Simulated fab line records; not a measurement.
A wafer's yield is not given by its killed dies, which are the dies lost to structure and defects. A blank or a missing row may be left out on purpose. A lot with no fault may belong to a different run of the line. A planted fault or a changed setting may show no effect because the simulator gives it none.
A struck lot beside a sound one    flow n5 finfet    16 out of 1938 route steps
Sound: wafers L535.1, L535.3, L535.4. Struck: wafer L547.3; the same lot's L547.5 was not struck, so it is left out; see the end for the cause.
Each step with rows lists, per side, the tool, then ch with its chambers, then its first start. Under that, the readings that differ: sound wafers    struck wafers    difference of the means    sigmas: that difference in standard deviations of wafers without a fault.
alike: readings whose means differ by less than 2 such deviations, and words and numbers that are the same on both sides. not compared: withheld readings, readings that some wafer has no value for, bounds like >300 that may hide the same value, and numbers for which the record gives no deviation and whose values overlap.
The two part at a step that has a row with sigmas, a row that says differs or no value, or rows on one side only. Non-overlapping numbers with no deviation appear without sigmas and do not part them. A reading missing from all wafers of one side parts the sides only when that side holds two or more wafers.

first, 2 steps without rows for these wafers: N5_BEOL_M0_WET_ETCH_106 (etches SiO2 in DHF, target depth 130 nm, rinse time 30 s); N5_BEOL_M0_ETCH_128 (etches SiCN in CF4/N2, target depth 12 nm, overetch 5.1 nm, time 21.4 s).
N5_BEOL_M0_TRENCH_ETCH_107: etches SiOC in C4F6/O2, target depth 32.8 nm, time 16.4 s.
  sound on rie diel-05 ch 1,2,3, day 6 12:37; struck on rie diel-05 ch 1, day 9 22:31
  alike: drypump motor current A, oes product au, rf vpp V, showerhead plenum p Torr, throttle valve pct
  not compared: rf hours counter h
N5_BEOL_M0_STRIP_142: strips in N2/H2, time 10 s.
  sound on rie diel-05 ch 1,2,3, day 6 12:38; struck on rie diel-05 ch 1, day 9 22:32
  alike: drypump motor current A, h2 flow sccm, oes product au, rf vpp V, showerhead plenum p Torr, throttle valve pct
  not compared: rf hours counter h
N5_BEOL_M0_OCD_MEAS_108:
  sound on ocd-01, day 6 12:44; struck on ocd-02, day 9 22:37
  alike: trench depth nm
then, 2 steps without rows for these wafers: N5_BEOL_M0_HM_STRIP_129 (strips TiN in peroxide tin strip, target depth 17 nm, time 108 s); N5_BEOL_M0_SRD_130 (time 30 s).
N5_BEOL_M0_ETCH_109: etches SiCN in CH3F/O2, target depth 8 nm, overetch 2.4 nm, time 27.4 s.
  sound on rie diel-06 ch 0,1,3, day 6 12:54; struck on rie diel-04 ch 3, day 9 22:44
  alike: drypump motor current A, oes product au, rf vpp V, showerhead plenum p Torr, throttle valve pct
  not compared: rf hours counter h
then, 2 steps without rows for these wafers: N5_BEOL_M0_STRIP_139 (strips in post etch residue remover, time 60 s); N5_BEOL_M0_SRD_111 (time 30 s).
N5_BEOL_M0_DEGAS_112: time 60 s.
  sound on pvd sputter-02, day 6 13:26; struck on pvd sputter-01, day 9 23:24
  alike: heater power w
N5_BEOL_M0_PRE_CLEAN_113: time 30 s.
  sound on pvd sputter-02, day 6 13:28; struck on pvd sputter-01, day 9 23:26
  alike: heater power w
N5_BEOL_M0_ALD_136: deposits TaN, pulse time 2 s, purge time 3 s, co reactant purge time 2 s.
  sound on ald metal-01 ch 0,1,3, day 6 13:32; struck on ald metal-01 ch 1, day 9 23:30
reading                       sound  struck  difference  sigmas
co reactant pulse time s (s)  3 3 3  2.7177  -0.2823     
  alike: heater power w
following that, these wafers have no rows for 1 step: N5_BEOL_M0_SURFACE_TREAT_137.
-- here the record skips 3 days between the struck wafers' starts before and after, leaving off in module BEOL_M0 and picking up in module BEOL_M4 (first step shown: number 1111 of the route) --
N5_BEOL_M4_RC_MEAS_101:
  sound on prober-02 ch 0, day 8 13:04; struck on prober-02 ch 0, day 12 21:11
  alike: DIBL_N, DIBL_P, IOFF_N, IOFF_P, ION_N, ION_P, SS_N, SS_P, VT_N, VT_P
-- record jumps: 5 days separate the struck wafers' starts on either side; left off in module BEOL_M4, taken up again in module PASSIVATION, whose first shown step is the route's number 1936 --
N5_PASSIVATION_PROBE_49:
  sound on prober-02, day 13 12:52; struck on prober-02, day 17 15:03
  alike: defect limited yield, killed_at_M0_to_M3, killed_at_M4_up, killed at contacts, killed at front end, killed at other, killed dies, killed open, killed short, sort_bin_5_function, sort_bin_6_memory, sort_bin_8_speed, sort n pass, sort yield pct

WHERE THEY PART
Nowhere in this record.

WHY: whatever the simulator had introduced
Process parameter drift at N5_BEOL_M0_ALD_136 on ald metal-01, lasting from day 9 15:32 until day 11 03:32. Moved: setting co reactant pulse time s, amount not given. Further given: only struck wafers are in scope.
